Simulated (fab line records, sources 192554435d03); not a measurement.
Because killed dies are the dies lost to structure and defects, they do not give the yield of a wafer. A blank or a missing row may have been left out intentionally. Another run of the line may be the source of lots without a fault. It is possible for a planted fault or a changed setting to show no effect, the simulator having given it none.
Matching of chambers    flow n5Finfet    4 sister chambers for N5_BEOL_M3_ALD_98 on aldSin-03
The step deposits SiO2, target thk 2.5 nm, pulse time 1 s, co reactant pulse time 1 s. 8 wafers are shown with their chamber, then 7 later ones without.

## WAFERS PAIRED WITH THEIR CHAMBERS
wafer   chamber  heaterPowerW (W)  heaterPowerOuterW (W)
L082.5  1        74                39
L084.3  3        91                46
L084.5  3        90                45
L086.1  1        71                39
L086.2  2        76                39
L086.3  0        76                43
L092.2  0        76                45
L092.3  2        75                38

## WAFERS WITH NO CHAMBER GIVEN
wafer   heaterPowerW (W)  heaterPowerOuterW (W)
L092.4  75                39
L093.1  76                39
L093.2  74                39
L093.4  92                45
L094.1  92                46
L094.2  76                38
L094.4  77                44

## CHAMBER TAKEN BY EACH
wafer   from the rows above      in truth
L092.4  can't be placed: 2 or 1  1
L093.1  2                        2
L093.2  can't be placed: 1 or 2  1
L093.4  3                        3
L094.1  3                        3
L094.2  2                        2
L094.4  0                        0
Correctly placed: 5 of 7. Can't be placed from these rows: 2 (the true chamber is among the candidates in 2). 0 placed wrongly.
How it was worked out, from the rows above alone: a wafer's distance from a chamber is the root of the sum, over the readings, of the square of ((its reading less the chamber's mean) divided by the reading's scatter). If the next closest chamber is less than 2 further off than the closest, the wafer can't be placed; otherwise it belongs to the closest. For every chamber, the mean is computed from those of its wafers that are shown. The scatter: take each reading less its chamber's mean, square it, sum over the shown wafers, divide by the number of wafers less the number of chambers, and take the root.
